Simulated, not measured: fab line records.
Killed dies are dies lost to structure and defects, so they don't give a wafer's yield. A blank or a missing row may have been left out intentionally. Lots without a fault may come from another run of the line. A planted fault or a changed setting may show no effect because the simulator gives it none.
fab line records	flow n5-finfet	part 1 of 2: steps 1 to 3 of 6
record lots=24	wafers=72	last-day=18
route steps=1938 shown DUMMY_GATE@245 SPACER0@259 SD_EPI_N@277 SD_EPI_P@304
lots untouched by any fault: they come from a run of this same line in which no faults occurred
start-h: hours from the record's first day to the start of the lot's first wafer shown	wait-h: time in hours since the lot's previous step	" repeats the value in the row above	L1.1+2: several wafers, shown together as one row	- no value, or no start was given	* or withheld: withheld	< > ~ a bound
route shown NAME@n: a module of which the file shows steps, and the number in the route of the first	usual: mean/standard deviation of fault-free wafers	same: alike in all rows	chamber/n: place in a boat	sites: the reading at each site	_std_site: the values' standard deviation	_edge_site: outer sites' mean less inner sites'	radius-mm: how far each site lies from the wafer's centre	mask NAME#n: copy n	behind: the last tool/chamber to shape the wafer	hold: reason for holding the lot/hours on hold/outcome of the hold	device: names the non-switching transistor (n, p or np)	end of line: the tests these same wafers got at the end of their route	step lacking rows: just its recipe	killed: the dies lost at the first sort to structure and to defects; this is not the yield of the wafer	map: dies across one wafer; x = killed, . = not, _ = none there
set.NAME: the setting as run; set.NAME@STEP: as run at that earlier step	model.NAME: the simulator's own value behind a step, which no gauge read
one table for each step of the route and one row for each wafer, over a sample of lots
services: from which hour (start-h, from the record's first day; less than 0 if before it) a tool's chamber was out of use, for how many hours, and why
## steps
# step N5_DUMMY_GATE_HM_OPEN_21
# recipe chemistry=CH3F/O2	target=SiNx	target-depth-a=1200	Ar_flow_sccm=150	CH3F_flow_sccm=30	O2_flow_sccm=23	time-s=171.4	pressure-mtorr=30	source-w=395	bias-w=73	ion-energy-ev=120.7
# usual drypump-motor-current-A=5.7/0.43	oes_f_703_au=0.80/0.085	oes-product-au=0.80/0.089	rf-vpp-V=297/3.9	showerhead-plenum-p-Torr=2.01/0.07	throttle-valve-pct=16.47/0.23
lot.wafer	tool	chamber	start-h	wait-h	drypump-motor-current-A	oes_f_703_au	oes-product-au	rf-hours-counter-h	rf-vpp-V	showerhead-plenum-p-Torr	throttle-valve-pct
L074.2	rie-diel-06	2	48.77	0.0	5.6	0.71	0.71	233	303	2.07	16.81
L074.3	"	3	"	"	5.8	0.78	0.76	152	294	1.94	16.68
L074.4	"	1	"	"	5.6	0.74	0.72	186	299	2.09	16.62
L075.2	rie-diel-03	1	57.68	0.0	5.8	0.84	0.86	38	302	2.06	16.10
L075.3	"	0	"	"	6.3	0.77	0.76	172	292	1.94	16.61
L075.6	"	1	"	"	5.8	0.84	0.87	-	301	2.06	16.11
L076.1	rie-diel-03	1	61.35	0.0	5.8	0.84	0.86	40	302	2.06	16.11
L076.2	"	0	"	"	6.3	0.77	0.76	173	292	1.93	16.62
L076.4	"	2	"	"	5.7	0.97	0.97	1	294	1.99	16.13
L077.2	rie-diel-03	3	67.35	0.0	5.0	0.71	0.71	231	296	1.91	16.61
L077.3	"	0	"	"	6.3	0.78	0.75	175	293	1.93	16.61
L077.5	"	3	"	"	5.0	0.72	0.70	-	295	1.91	16.61
L078.2	rie-diel-03	1	72.23	0.0	5.8	0.83	0.86	44	301	2.06	16.11
L078.5	"	3	"	"	5.0	0.72	0.71	-	294	1.91	16.64
L078.6	"	1	"	"	5.8	0.83	0.85	-	301	2.06	16.10
L079.4	rie-diel-03	2	79.66	0.1	5.7	0.96	0.96	-	296	1.99	16.12
L079.5	"	3	"	"	5.0	0.71	0.71	-	294	1.91	16.62
L079.6	"	0	"	"	6.3	0.77	0.76	-	292	1.93	16.64
L080.3	rie-diel-03	3	83.01	0.0	5.0	0.71	0.70	238	295	1.91	16.63
L080.4	"	2	"	"	5.7	0.95	0.95	-	293	1.99	16.11
L080.6	"	0	"	"	6.3	0.77	0.74	-	292	1.93	16.63
L081.3	rie-diel-06	2	90.46	0.0	5.7	0.70	0.70	247	301	2.07	16.87
L081.4	"	3	"	"	5.8	0.77	0.75	166	293	1.94	16.74
L081.5	"	3	"	"	5.8	0.77	0.76	-	294	1.94	16.71
L082.1	rie-diel-03	1	93.92	0.0	5.8	0.82	0.85	47	302	2.06	16.11
L082.2	"	3	"	"	5.0	0.71	0.70	241	296	1.91	16.63
L082.3	"	0	"	"	6.3	0.76	0.75	186	291	1.93	16.63
L083.3	rie-diel-04	1	99.65	0.0	5.1	0.80	0.80	114	298	2.03	16.57
L083.4	"	0	"	"	5.0	0.72	0.70	-	297	2.09	16.66
L083.6	"	1	"	"	5.1	0.79	0.78	-	298	2.03	16.57
L084.2	rie-diel-03	2	107.40	0.0	5.7	0.93	0.92	14	294	1.98	16.13
L084.3	"	1	"	"	5.8	0.82	0.84	51	302	2.06	16.11
L084.5	"	0	"	"	6.3	0.76	0.74	-	293	1.93	16.64
L085.1	rie-diel-06	3	112.95	0.0	5.8	0.75	0.74	175	296	1.93	16.73
L085.3	"	1	"	"	5.6	0.71	0.70	205	301	2.08	16.64
L085.6	"	0	"	"	5.6	0.90	0.90	-	302	2.06	16.33
L086.1	rie-diel-06	1	120.77	0.0	5.6	0.71	0.70	209	300	2.08	16.66
L086.2	"	3	"	"	5.8	0.75	0.73	179	295	1.93	16.74
L086.5	"	3	"	"	5.8	0.75	0.74	-	295	1.93	16.74
L087.2	rie-diel-04	3	123.76	0.0	6.3	0.79	0.79	121	302	2.03	16.33
L087.3	"	1	"	"	5.1	0.79	0.78	122	299	2.03	16.57
L087.4	"	2	"	"	6.1	0.74	0.72	195	299	2.00	16.55
L088.2	rie-diel-03	1	131.64	0.0	5.8	0.81	0.84	59	301	2.06	16.13
L088.3	"	2	"	"	5.7	0.90	0.91	22	293	1.98	16.16
L088.4	"	1	"	"	5.8	0.81	0.83	-	303	2.05	16.13
L089.1	rie-diel-06	2	136.75	0.0	5.7	0.99	0.98	0	301	2.06	16.40
L089.4	"	0	"	"	5.6	0.87	0.87	-	302	2.05	16.34
L089.6	"	3	"	"	5.8	0.75	0.73	-	294	1.93	16.73
L090.1	rie-diel-06	3	143.17	0.0	5.8	0.75	0.74	189	294	1.93	16.75
L090.3	"	2	"	"	5.7	0.97	0.97	2	301	2.06	16.41
L090.6	"	2	"	"	5.7	0.97	0.97	-	301	2.06	16.42
L091.1	rie-diel-03	3	149.32	0.0	5.0	0.97	0.96	2	300	2.15	16.15
L091.3	"	1	"	"	5.8	0.81	0.82	64	302	2.05	16.14
L091.4	"	0	"	"	6.2	0.75	0.72	205	292	1.92	16.68
L092.3	rie-diel-03	2	154.43	0.0	5.7	0.89	0.88	31	294	1.98	16.19
L092.4	"	0	"	"	6.2	0.75	0.73	207	292	1.92	16.67
L092.6	"	0	"	"	6.3	0.74	0.73	-	291	1.92	16.67
L093.1	rie-diel-04	0	160.60	0.0	5.1	0.71	0.69	239	298	2.08	16.72
L093.3	"	2	"	"	6.1	0.73	0.72	208	299	2.00	16.57
L093.4	"	3	"	"	6.3	0.78	0.79	132	303	2.02	16.35
L094.4	rie-diel-06	2	166.75	0.1	5.6	0.94	0.93	-	300	2.06	16.44
L094.5	"	0	"	"	5.6	0.86	0.86	-	301	2.05	16.37
L094.6	"	1	"	"	5.6	0.71	0.70	-	302	2.08	16.69
L095.1	rie-diel-04	1	174.62	0.0	5.1	0.77	0.77	139	299	2.02	16.60
L095.3	"	2	"	"	6.1	0.73	0.73	212	298	2.00	16.57
L095.5	"	3	"	"	6.3	0.78	0.78	-	302	2.02	16.37
L096.1	rie-diel-03	3	179.43	0.0	5.0	0.93	0.93	12	301	2.15	16.18
L096.3	"	0	"	"	6.3	0.74	0.72	215	293	1.92	16.68
L096.4	"	1	"	"	5.8	0.79	0.81	73	302	2.05	16.16
L097.3	rie-diel-03	2	185.08	0.0	5.7	0.87	0.87	40	293	1.97	16.18
L097.4	"	1	"	"	5.8	0.79	0.81	74	302	2.05	16.16
L097.5	"	3	"	"	5.0	0.93	0.93	-	300	2.15	16.18
# step N5_DUMMY_GATE_STRIP_48
# recipe chemistry=N2/H2	time-s=20	power-w=100	temp-c=40	pressure-mtorr=100	rf-frequency-hz=6e+07	bias-power-w=3	n2-flow-sccm=300	h2-flow-sccm=300
# usual bias-power-w=3.000/0.0094	drypump-motor-current-A=5.7/0.41	oes-product-au=0.78/0.079	rf-vpp-V=45.3/0.93	showerhead-plenum-p-Torr=3.39/0.093	throttle-valve-pct=12.30/0.22
lot.wafer	tool	chamber	start-h	wait-h	bias-power-w	drypump-motor-current-A	oes-product-au	rf-hours-counter-h	rf-vpp-V	showerhead-plenum-p-Torr	throttle-valve-pct
L074.2	rie-diel-04	1	49.23	0.0	3.013	5.1	0.80	97	45.9	3.41	12.26
L074.3	"	0	"	"	3.010	5.1	0.71	207	46.2	3.48	12.46
L074.4	"	3	"	"	2.996	6.3	0.81	99	44.7	3.40	12.09
L075.2	rie-diel-04	1	58.41	0.0	3.001	5.1	0.79	101	46.7	3.41	12.24
L075.3	"	1	"	"	2.986	5.0	0.79	-	45.1	3.41	12.24
L075.6	"	1	"	"	3.007	5.1	0.79	-	46.4	3.41	12.24
L076.1	rie-diel-06	1	61.82	0.0	3.005	5.6	0.72	191	45.0	3.50	12.52
L076.2	"	0	"	"	3.001	5.6	0.94	9	45.7	3.45	12.06
L076.4	"	2	"	"	2.998	5.7	0.70	238	45.7	3.45	12.62
L077.2	rie-diel-06	2	67.81	0.0	2.986	5.7	0.70	240	45.4	3.45	12.63
L077.3	"	3	"	"	2.993	5.8	0.76	159	44.9	3.24	12.39
L077.5	"	0	"	"	3.005	5.6	0.95	-	44.0	3.45	12.10
L078.2	rie-diel-04	0	72.69	0.0	3.002	5.1	0.71	210	46.7	3.48	12.47
L078.5	"	0	"	"	3.007	5.1	0.72	-	45.4	3.48	12.45
L078.6	"	3	"	"	2.989	6.3	0.80	-	44.1	3.39	12.11
L079.4	rie-diel-03	2	80.09	0.0	2.989	5.7	0.96	-	46.1	3.33	11.79
L079.5	"	3	"	"	3.002	5.0	0.70	-	45.0	3.20	12.43
L079.6	"	0	"	"	2.979	6.3	0.76	-	44.5	3.22	12.31
L080.3	rie-diel-06	2	83.46	0.0	3.006	5.7	0.71	246	45.0	3.45	12.65
L080.4	"	0	"	"	3.020	5.6	0.93	16	45.0	3.45	12.08
L080.6	"	3	"	"	3.000	5.8	0.77	-	45.7	3.23	12.40
L081.3	rie-diel-04	3	90.97	0.0	2.997	6.3	0.79	114	46.4	3.39	12.12
L081.4	"	1	"	"	3.002	5.1	0.80	111	47.3	3.40	12.28
L081.5	"	2	"	"	3.009	6.1	0.74	-	43.6	3.35	12.34
L082.1	rie-diel-06	3	94.37	0.0	2.990	5.8	0.75	167	45.5	3.23	12.40
L082.2	"	2	"	"	2.986	5.7	0.71	248	46.7	3.45	12.64
L082.3	"	1	"	"	3.004	5.6	0.72	200	45.8	3.50	12.53
L083.3	rie-diel-06	0	100.12	0.0	2.998	5.6	0.90	20	44.7	3.45	12.10
L083.4	"	3	"	"	3.016	5.8	0.75	-	45.3	3.23	12.41
L083.6	"	2	"	"	3.026	5.6	0.70	-	46.4	3.45	12.65
L084.2	rie-diel-06	0	107.85	0.0	2.998	5.6	0.91	24	44.4	3.44	12.11
L084.3	"	1	"	"	2.999	5.6	0.72	203	44.8	3.50	12.54
L084.5	"	0	"	"	2.996	5.6	0.90	-	45.4	3.44	12.12
L085.1	rie-diel-04	1	113.41	0.0	2.986	5.1	0.78	119	44.8	3.40	12.29
L085.3	"	2	"	"	2.983	6.1	0.73	192	45.4	3.35	12.37
L085.6	"	1	"	"	2.987	5.1	0.79	-	44.0	3.40	12.29
L086.1	rie-diel-06	1	121.23	0.0	3.007	5.6	0.71	209	46.5	3.49	12.56
L086.2	"	0	"	"	2.993	5.6	0.89	30	45.9	3.44	12.12
L086.5	"	1	"	"	3.002	5.6	0.71	-	45.1	3.49	12.56
L087.2	rie-diel-06	0	124.21	0.0	2.987	5.6	0.88	32	44.3	3.44	12.14
L087.3	"	3	"	"	2.993	5.8	0.74	181	45.0	3.22	12.44
L087.4	"	0	"	"	3.006	5.6	0.88	-	45.2	3.44	12.15
L088.2	rie-diel-03	1	132.10	0.0	2.999	5.8	0.84	59	45.4	3.43	11.95
L088.3	"	0	"	"	3.014	6.3	0.75	198	44.4	3.21	12.35
L088.4	"	2	"	"	3.011	5.7	0.90	-	44.9	3.32	11.85
L089.1	rie-diel-03	2	137.21	0.0	2.990	5.7	0.89	24	44.9	3.32	11.86
L089.4	"	1	"	"	2.989	5.8	0.83	-	43.7	3.43	11.96
L089.6	"	0	"	"	2.983	6.2	0.74	-	45.4	3.21	12.36
L090.1	rie-diel-06	0	143.62	0.0	2.990	5.6	0.87	40	45.8	3.43	12.18
L090.3	"	2	"	"	2.994	5.7	0.96	3	45.2	3.44	12.02
L090.6	"	0	"	"	3.002	5.6	0.87	-	46.4	3.43	12.15
L091.1	rie-diel-04	2	149.88	0.0	3.005	6.1	0.73	204	45.9	3.34	12.38
L091.3	"	3	"	"	3.007	6.4	0.78	129	45.8	3.38	12.17
L091.4	"	0	"	"	2.999	5.1	0.69	236	45.5	3.47	12.52
L092.3	rie-diel-03	0	154.89	0.0	3.007	6.3	0.73	208	44.8	3.21	12.37
L092.4	"	3	"	"	2.987	5.0	0.96	4	44.7	3.59	11.85
L092.6	"	1	"	"	3.010	5.8	0.83	-	47.0	3.43	11.97
L093.1	rie-diel-06	1	161.09	0.0	2.994	5.6	0.70	218	45.1	3.49	12.59
L093.3	"	2	"	"	3.018	5.7	0.93	9	45.9	3.44	12.04
L093.4	"	2	"	"	2.998	5.6	0.93	-	46.4	3.44	12.03
L094.4	rie-diel-04	1	167.14	0.0	3.005	5.1	0.77	137	44.3	3.39	12.33
L094.5	"	2	"	"	2.995	6.1	0.72	-	44.1	3.34	12.41
L094.6	"	3	"	"	2.999	6.3	0.78	-	45.7	3.38	12.17
L095.1	rie-diel-04	1	175.08	0.0	2.997	5.0	0.77	139	44.2	3.39	12.36
L095.3	"	3	"	"	3.007	6.3	0.78	137	44.1	3.38	12.18
L095.5	"	0	"	"	3.001	5.0	0.68	-	44.7	3.46	12.55
L096.1	rie-diel-06	1	179.93	0.0	3.001	5.6	0.70	226	46.0	3.48	12.60
L096.3	"	2	"	"	3.002	5.7	0.92	16	44.0	3.44	12.05
L096.4	"	0	"	"	3.010	5.6	0.85	54	44.9	3.43	12.19
L097.3	rie-diel-04	2	185.54	0.0	2.994	6.1	0.71	215	45.5	3.34	12.42
L097.4	"	3	"	"	3.016	6.3	0.78	140	45.1	3.37	12.20
L097.5	"	3	"	"	3.020	6.3	0.78	-	43.8	3.37	12.20
# step N5_SPACER0_ALD_00
# recipe material=SiOCN	target-thk-a=35	temp-c=400	ald-precursor-family=alkyl-aminosilane	ald-co-reactant=O2/N2-plasma	pulse-time-s=3	purge-time-s=2	co-reactant-purge-time-s=2	ald-cycles=58	pressure-torr=2
# usual heater-power-w=833/66	precursor-pulse-height-rel=1.001/0.017
lot.wafer	tool	chamber	start-h	wait-h	heater-power-w	precursor-pulse-height-rel
L074.2	ald-sin-01	1	50.22	0.1	878	0.966
L074.3	"	3	"	"	864	1.025
L074.4	"	2	"	"	1016	0.991
L075.2	ald-sin-02	1	59.12	0.1	769	1.006
L075.3	"	3	"	"	821	1.013
L075.6	"	0	"	"	830	1.007
L076.1	ald-sin-01	3	62.19	0.1	837	1.001
L076.2	"	2	"	"	984	1.023
L076.4	"	0	"	"	821	1.000
L077.2	ald-sin-04	3	68.19	0.1	940	1.012
L077.3	"	1	"	"	853	1.002
L077.5	"	3	"	"	936	1.000
L078.2	ald-sin-04	2	73.07	0.1	747	1.012
L078.5	"	1	"	"	882	1.006
L078.6	"	0	"	"	756	0.987
L079.4	ald-sin-02	3	80.50	0.1	822	0.988
L079.5	"	1	"	"	794	0.994
L079.6	"	2	"	"	791	1.014
L080.3	ald-sin-01	2	84.09	0.1	992	0.989
L080.4	"	1	"	"	893	0.992
L080.6	"	2	"	"	987	1.022
L081.3	ald-sin-04	3	91.34	0.1	932	0.978
L081.4	"	0	"	"	750	0.994
L081.5	"	1	"	"	861	0.978
L082.1	ald-sin-02	1	95.08	0.1	787	0.983
L082.2	"	2	"	"	804	1.002
L082.3	"	0	"	"	823	0.974
L083.3	ald-sin-01	3	100.50	0.1	828	0.992
L083.4	"	1	"	"	887	1.016
L083.6	"	2	"	"	978	1.012
L084.2	ald-sin-04	0	108.23	0.1	772	0.985
L084.3	"	2	"	"	761	0.986
L084.5	"	2	"	"	751	1.001
L085.1	ald-sin-02	0	113.82	0.1	835	1.050
L085.3	"	2	"	"	781	1.020
L085.6	"	1	"	"	779	0.994
L086.1	ald-sin-02	3	121.61	0.1	852	1.003
L086.2	"	0	"	"	865	0.982
L086.5	"	2	"	"	790	1.035
L087.2	ald-sin-02	3	124.59	0.1	813	0.990
L087.3	"	1	"	"	785	0.973
L087.4	"	0	"	"	846	1.004
L088.2	ald-sin-04	1	133.29	0.1	874	1.069
L088.3	"	0	"	"	734	1.016
L088.4	"	3	"	"	922	1.014
L089.1	ald-sin-02	3	137.58	0.1	813	0.985
L089.4	"	2	"	"	778	0.996
L089.6	"	3	"	"	810	1.025
L090.1	ald-sin-02	2	144.16	0.1	808	1.006
L090.3	"	3	"	"	819	1.021
L090.6	"	0	"	"	820	1.003
L091.1	ald-sin-02	0	150.26	0.1	825	0.999
L091.3	"	1	"	"	789	0.997
L091.4	"	2	"	"	805	1.031
L092.3	ald-sin-04	3	155.32	0.1	939	0.974
L092.4	"	2	"	"	759	0.994
L092.6	"	3	"	"	923	1.002
L093.1	ald-sin-02	3	161.55	0.1	824	0.975
L093.3	"	1	"	"	802	0.998
L093.4	"	0	"	"	848	1.020
L094.4	ald-sin-01	2	167.72	0.1	990	0.980
L094.5	"	1	"	"	862	1.035
L094.6	"	3	"	"	796	1.015
L095.1	ald-sin-04	1	175.46	0.1	873	1.032
L095.3	"	3	"	"	939	1.021
L095.5	"	2	"	"	760	0.999
L096.1	ald-sin-01	3	180.31	0.1	788	1.002
L096.3	"	2	"	"	962	0.991
L096.4	"	0	"	"	775	1.010
L097.3	ald-sin-04	0	187.60	0.1	754	1.012
L097.4	"	0	"	"	759	0.987
L097.5	"	3	"	"	932	1.024
